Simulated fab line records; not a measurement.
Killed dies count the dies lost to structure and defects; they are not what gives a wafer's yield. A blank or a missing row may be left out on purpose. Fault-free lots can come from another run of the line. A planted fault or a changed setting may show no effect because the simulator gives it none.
Code-filled problem report in 8D (eight disciplines) form | flow nand-harc | the parts of the form that need people (team, actions taken, sign-off) are left out

1. WHAT WENT WRONG
rf-fwd-power-W at NHARC_A_BONDPAD_DEP_00 reads a mean of 267.9 W on 3 wafers of 2 lots; wafers without a fault read 448.8 W with a standard deviation of 1.3. That is -99 or more standard deviations from the usual mean.
The step: deposits SiCN, target thk 250 nm.
First seen on wafer L548.1, day 28 19:35, on pecvd-04. The record has a number at this step for 39 wafers belonging to 13 lots. Rule for "out", or "out of limits": more than 4 standard deviations from the usual mean. All remaining wafers that have a number are taken as sound.

2. WHAT THIS IS AND IS NOT
question                    | is                               | is not
which readings at this step | rf-fwd-power-W, showerhead-vpp-V | heater-power-w
which lots                  | L548, L551                       | L538, L539, L540, L542, L543, L544, L554, L556, L559, L560, L561
which wafers of those lots  | L548.1, L548.6, L551.2           | L548.4, L551.3, L551.6
read on which tools         | pecvd-04                         | pecvd-02, pecvd-03
when                        | from day 28 19:35                | up to then (19 sound wafers); but 17 sound wafers of L551, L554, L556, L559, L560, L561 came after

3. THE SUSPECTS, EACH WITH WHAT RULES IT OUT
Counting: if a tool at a process step up to the reading ran every lot that is out, it stays a suspect. Sound lots after the first of them don't rule it out here, since some wafers of a struck lot are sound.
- pecvd-04 at NHARC_A_BONDPAD_DEP_00 (deposits SiCN, target thk 250 nm): kept. It processed each lot that is out (first: L548, day 28 19:35); up to then, its last sound lot is L543 (day 25 05:03). Out on those wafers are its own readings of rf-fwd-power-W, showerhead-vpp-V.
- In pecvd-04 at NHARC_A_BONDPAD_DEP_00, the wafers that are out were processed in chamber 1 and their sound lot-mates in chambers 0, 2.
After counting, what remains is pecvd-04 at NHARC_A_BONDPAD_DEP_00.

4. THE CAUSE (what the simulator had put in)
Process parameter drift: pecvd-04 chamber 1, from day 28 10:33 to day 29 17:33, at NHARC_A_BONDPAD_DEP_00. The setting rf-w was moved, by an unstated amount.
The count eliminated every tool but this one.

5. THE EFFECT CHAIN, in route order
Each row: a reading where the mean over the struck wafers with a number is more than 3 standard deviations away from the usual. Readings are gone through only where the record gives a usual standard deviation; hours: the median, over the lots, of the time from a lot's start at the first step in this table giving one to that lot's start at this step; sigmas: the change measured in usual standard deviations.
hours | step                   | reading          | usual   | on struck wafers | change | sigmas
0     | NHARC_A_BONDPAD_DEP_00 | rf-fwd-power-W   | 448.8 W | 267.9            | -180.9 | -99 or more
0     | NHARC_A_BONDPAD_DEP_00 | showerhead-vpp-V | 1323 V  | 1008             | -315   | -4.8
Process steps it contains:
- NHARC_A_BONDPAD_DEP_00: deposits SiCN, target thk 250 nm.

6. HOW IT WOULD HAVE BEEN CAUGHT EARLIER
In this record the first reading out of limits was taken at day 28 19:35, 9 hours after the fault began at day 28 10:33.
